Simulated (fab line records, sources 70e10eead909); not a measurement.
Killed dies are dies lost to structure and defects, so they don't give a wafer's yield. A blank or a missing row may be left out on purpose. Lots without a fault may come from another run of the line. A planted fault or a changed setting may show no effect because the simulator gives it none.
Which tool did it? | flow nand_harc | 12 lots, 35 wafers sampled, at 5 steps of a route of 1159

WHAT THE GAUGES READ, wafer by wafer
NHARC_P_STI_OCD_MEAS_17. Usual: trench_depth_nm 300 nm, standard deviation 5.9; trench_foot_cd_nm 158 nm, standard deviation 3.2.
lot  | measured    | on     | trench_depth_nm (nm) | trench_foot_cd_nm (nm) | flag
L355 | day 2 08:25 | ocd-02 | 296 288 296          | 157 155 159            |
L357 | day 2 20:35 | ocd-01 | 299 306 302          | 155 156 159            |
L360 | day 3 17:50 | ocd-01 | 293 297 293          | 163 165 169            |
L363 | day 4 11:51 | ocd-02 | 298 296              | 159 160                |
L369 | day 6 00:42 | ocd-02 | 305 297 296          | 159 161 159            |
L372 | day 6 14:30 | ocd-02 | 306 296 305          | 157 155 154            |
L371 | day 6 14:40 | ocd-01 | 303 304 288          | 161 159 161            |
L373 | day 6 23:41 | ocd-01 | 297 304 298          | 155 158 154            |
L375 | day 7 11:45 | ocd-01 | 298 297 297          | 154 156 157            |
L376 | day 7 17:31 | ocd-02 | 291 301 302          | 159 156 156            |
L377 | day 8 00:46 | ocd-02 | 296 298 295          | 154 158 157            |
L378 | day 8 06:08 | ocd-02 | 289 302 301          | 155 157 152            |

NHARC_END_SORT_01. Usual: killed_at_array 27, standard deviation 9.9; killed_at_other 0.5, standard deviation 0.76; killed_at_periphery 3.4, standard deviation 2.2; killed_dies 31, standard deviation 10; killed_open 3.3, standard deviation 2; killed_short 2.0, standard deviation 1.5.
lot  | measured     | on        | killed_at_array | killed_at_other | killed_at_periphery | killed_dies | killed_open | killed_short | flag
L355 | day 20 03:23 | prober-01 | 21 19 19        | 0 0 2           | 2 3 2               | 23 22 23    | 3 4 2       | 1 1 2        |
L357 | day 19 14:07 | prober-02 | 27 18 16        | 0 1 1           | 4 8 6               | 31 27 23    | 4 3 5       | 5 4 1        |
L360 | day 21 11:41 | prober-02 | 22 21 22        | 1 1 0           | 3 3 2               | 26 25 24    | 6 5 1       | 2 1 3        |
L363 | day 21 04:43 | prober-01 | 11 12           | 2 0             | 2 8                 | 15 20       | 5 4         | 0 4          |
L369 | day 22 13:32 | prober-02 | 30 36 32        | 0 1 0           | 1 1 2               | 31 38 34    | 1 2 2       | 1 3 3        |
L372 | day 23 14:16 | prober-01 | 33 25 35        | 0 0 0           | 2 0 1               | 35 25 36    | 3 1 3       | 2 1 0        |
L371 | day 23 03:16 | prober-01 | 28 25 34        | 0 1 0           | 3 3 2               | 31 29 36    | 0 0 3       | 1 0 2        |
L373 | day 23 15:02 | prober-02 | 17 10 14        | 2 1 0           | 2 2 1               | 21 13 15    | 5 5 1       | 1 1 2        |
L375 | day 23 22:16 | prober-01 | 15 16 14        | 1 0 2           | 6 2 6               | 22 18 22    | 5 3 7       | 1 1 1        |
L376 | day 24 14:31 | prober-01 | 16 17 29        | 0 0 0           | 11 5 9              | 27 22 38    | 5 3 2       | 1 2 3        |
L377 | day 24 07:40 | prober-02 | 30 41 37        | 0 0 0           | 3 3 2               | 33 44 39    | 3 6 1       | 2 3 0        |
L378 | day 24 06:50 | prober-01 | 32 42 46        | 0 0 1           | 8 3 3               | 40 45 50    | 2 5 7       | 5 1 2        |

WHICH TOOL RAN EACH LOT (tool, then ch and the chambers of the sampled wafers, then the start)
lot  | NHARC_P_GATE_ETCH_104             | NHARC_P_GATE_ETCH_32             | NHARC_P_GATE_STRIP_108
L355 | rie_diel-08 ch 1,2,3, day 4 17:41 | rie_si-02 ch 2,3, day 4 18:05    | rie_diel-01 ch 0,1,2, day 4 18:16
L357 | rie_diel-01 ch 1,2,3, day 4 22:59 | rie_si-02 ch 2,3, day 4 23:35    | rie_diel-01 ch 0,2,3, day 4 23:46
L360 | rie_diel-01 ch 0,1,3, day 5 19:16 | rie_si-02 ch 0,2, day 5 20:03    | rie_diel-08 ch 0,1, day 5 20:13
L363 | rie_diel-11 ch 0, day 6 15:58     | rie_si-02 ch 0,3, day 6 16:55    | rie_diel-08 ch 1, day 6 17:03
L369 | rie_diel-01 ch 0,1,2, day 8 03:54 | rie_si-03 ch 0,1,3, day 8 04:26  | rie_diel-01 ch 0,1,2, day 8 04:35
L372 | rie_diel-08 ch 1,3, day 8 22:16   | rie_si-03 ch 0,2,3, day 8 22:40  | rie_diel-08 ch 1,2,3, day 8 22:50
L371 | rie_diel-08 ch 1,2,3, day 8 21:55 | rie_si-04 ch 0,1,2, day 8 22:29  | rie_diel-08 ch 0,1,2, day 8 22:40
L373 | rie_diel-01 ch 0,1,3, day 9 07:40 | rie_si-02 ch 0,2,3, day 9 08:05  | rie_diel-08 ch 2,3, day 9 08:14
L375 | rie_diel-08 ch 0,3, day 9 12:07   | rie_si-03 ch 1,3, day 9 12:53    | rie_diel-08 ch 0,1,3, day 9 13:04
L376 | rie_diel-08 ch 1,3, day 10 01:01  | rie_si-04 ch 0,1,2, day 10 01:30 | rie_diel-01 ch 1,2,3, day 10 01:39
L377 | rie_diel-08 ch 1,2, day 10 00:19  | rie_si-03 ch 1,2,3, day 10 00:46 | rie_diel-01 ch 0,3, day 10 00:55
L378 | rie_diel-01 ch 2,3, day 10 06:53  | rie_si-02 ch 0,2, day 10 07:16   | rie_diel-08 ch 0,2,3, day 10 07:26
- NHARC_P_GATE_ETCH_104: etches the open film in CF4/CHF3, target depth 60 nm.
- NHARC_P_GATE_ETCH_32: etches the open film in HBr/Cl2, target depth 150 nm, time 100.1 s.
- NHARC_P_GATE_STRIP_108: strips in O2.

WHAT THE TOOLS THEMSELVES READ (means of the sampled wafers that have a number; where no wafer has one, the mark that the record gives instead)
NHARC_P_GATE_ETCH_104. Usual: bias_w 200.0 W, standard deviation 0.61; drypump_motor_current_A 5.72 A, standard deviation 0.26; oes_product_au 0.947 a.u., standard deviation 0.021; rf_vpp_V 370.7 V, standard deviation 2.2; showerhead_plenum_p_Torr 1.58 Torr, standard deviation 0.063; throttle_valve_pct 16.802 %, standard deviation 0.0092.
lot  | tool        | bias_w (W) | drypump_motor_current_A (A) | oes_product_au (a.u.) | rf_vpp_V (V) | showerhead_plenum_p_Torr (Torr) | throttle_valve_pct (%) | flag
L355 | rie_diel-08 | 200.3      | 5.73                        | 0.923                 | 371.0        | 1.56                            | 16.804                 |
L357 | rie_diel-01 | 200.4      | 5.90                        | 0.933                 | 370.5        | 1.60                            | 16.804                 |
L360 | rie_diel-01 | 200.4      | 5.78                        | 0.940                 | 371.3        | 1.57                            | 16.803                 |
L363 | rie_diel-11 | 200.3      | 5.45                        | 0.929                 | 374.5        | 1.67                            | 16.800                 |
L369 | rie_diel-01 | 200.1      | 5.68                        | 0.920                 | 370.7        | 1.59                            | 16.797                 |
L372 | rie_diel-08 | 200.5      | 5.93                        | 0.931                 | 371.1        | 1.61                            | 16.797                 |
L371 | rie_diel-08 | 199.9      | 5.74                        | 0.940                 | 369.7        | 1.56                            | 16.806                 |
L373 | rie_diel-01 | 199.6      | 5.78                        | 0.975                 | 370.4        | 1.57                            | 16.809                 |
L375 | rie_diel-08 | 199.9      | 5.71                        | 0.920                 | 369.3        | 1.55                            | 16.807                 |
L376 | rie_diel-08 | 199.9      | 5.96                        | 0.929                 | 370.9        | 1.57                            | 16.809                 |
L377 | rie_diel-08 | 199.5      | 5.52                        | 0.963                 | 369.1        | 1.53                            | 16.799                 |
L378 | rie_diel-01 | 200.3      | 5.89                        | 0.972                 | 372.3        | 1.64                            | 16.801                 |

NHARC_P_GATE_ETCH_32. Usual: bias_w 100.02 W, standard deviation 0.28; drypump_motor_current_A 5.7 A, standard deviation 0.54; he_backside_leak_sccm 2.69 sccm, standard deviation 0.24; oes_product_au 1.002 a.u., standard deviation 0.014; throttle_valve_pct 26.407 %, standard deviation 0.0098.
lot  | tool      | bias_w (W) | drypump_motor_current_A (A) | he_backside_leak_sccm (sccm) | oes_product_au (a.u.) | throttle_valve_pct (%) | flag
L355 | rie_si-02 | 99.91      | 5.7                         | 2.88                         | 1.004                 | 26.415                 |
L357 | rie_si-02 | 99.98      | 5.6                         | 2.92                         | 1.004                 | 26.410                 |
L360 | rie_si-02 | 100.08     | 5.8                         | 2.89                         | 1.009                 | 26.407                 |
L363 | rie_si-02 | 99.89      | 6.2                         | 2.92                         | 1.007                 | 26.401                 |
L369 | rie_si-03 | 99.94      | 5.6                         | 2.42                         | 0.999                 | 26.403                 |
L372 | rie_si-03 | 100.06     | 5.6                         | 2.68                         | 1.012                 | 26.403                 |
L371 | rie_si-04 | 100.21     | 5.4                         | 2.55                         | 0.998                 | 26.407                 |
L373 | rie_si-02 | 99.89      | 5.9                         | 3.06                         | 1.008                 | 26.400                 |
L375 | rie_si-03 | 99.90      | 5.2                         | 2.42                         | 1.004                 | 26.393                 |
L376 | rie_si-04 | 100.10     | 5.4                         | 2.51                         | 0.991                 | 26.412                 |
L377 | rie_si-03 | 100.22     | 5.2                         | 2.56                         | 1.000                 | 26.398                 |
L378 | rie_si-02 | 99.90      | 6.1                         | 2.83                         | 1.011                 | 26.407                 |

NHARC_P_GATE_STRIP_108. Usual: drypump_motor_current_A 5.75 A, standard deviation 0.25; oes_product_au 1.001 a.u., standard deviation 0.011; rf_vpp_V 57.9 V, standard deviation 0.84; showerhead_plenum_p_Torr 3.55 Torr, standard deviation 0.14; throttle_valve_pct 17.036 %, standard deviation 0.0093.
lot  | tool        | drypump_motor_current_A (A) | oes_product_au (a.u.) | rf_vpp_V (V) | showerhead_plenum_p_Torr (Torr) | throttle_valve_pct (%) | flag
L355 | rie_diel-01 | 5.68                        | 1.015                 | 58.3         | 3.58                            | 17.032                 |
L357 | rie_diel-01 | 5.76                        | 1.007                 | 59.0         | 3.66                            | 17.028                 |
L360 | rie_diel-08 | 5.70                        | 1.010                 | 58.7         | 3.55                            | 17.039                 |
L363 | rie_diel-08 | 5.92                        | 1.007                 | 57.8         | 3.69                            | 17.031                 |
L369 | rie_diel-01 | 5.69                        | 0.998                 | 58.9         | 3.56                            | 17.033                 |
L372 | rie_diel-08 | 5.75                        | 1.002                 | 58.3         | 3.49                            | 17.028                 |
L371 | rie_diel-08 | 5.63                        | 1.000                 | 57.6         | 3.50                            | 17.037                 |
L373 | rie_diel-08 | 5.78                        | 1.006                 | 57.8         | 3.42                            | 17.041                 |
L375 | rie_diel-08 | 5.84                        | 1.001                 | 58.0         | 3.54                            | 17.029                 |
L376 | rie_diel-01 | 5.92                        | 1.000                 | 57.7         | 3.56                            | 17.031                 |
L377 | rie_diel-01 | 5.62                        | 1.004                 | 57.9         | 3.60                            | 17.031                 |
L378 | rie_diel-08 | 5.64                        | 1.003                 | 57.2         | 3.42                            | 17.034                 |

THE ANSWER, worked out from the rows above alone
Rule: a lot is off if the mean of its wafers that have a number lies more than 3 standard deviations from the usual mean. A lot without any number at a reading at which 4 lots or more have one is off too. The other lots that the step has rows for count as sound. The gauges are gone through in route order, then the tools' own readings, and for those a lot's mean is taken as printed above. The first step at which some lot is off is used, and at that step the reading that is off furthest; a lot without a number counts as furthest.
No lot is off at any reading shown: from this, nothing can be told.

WHAT THE SIMULATOR HAD PUT IN
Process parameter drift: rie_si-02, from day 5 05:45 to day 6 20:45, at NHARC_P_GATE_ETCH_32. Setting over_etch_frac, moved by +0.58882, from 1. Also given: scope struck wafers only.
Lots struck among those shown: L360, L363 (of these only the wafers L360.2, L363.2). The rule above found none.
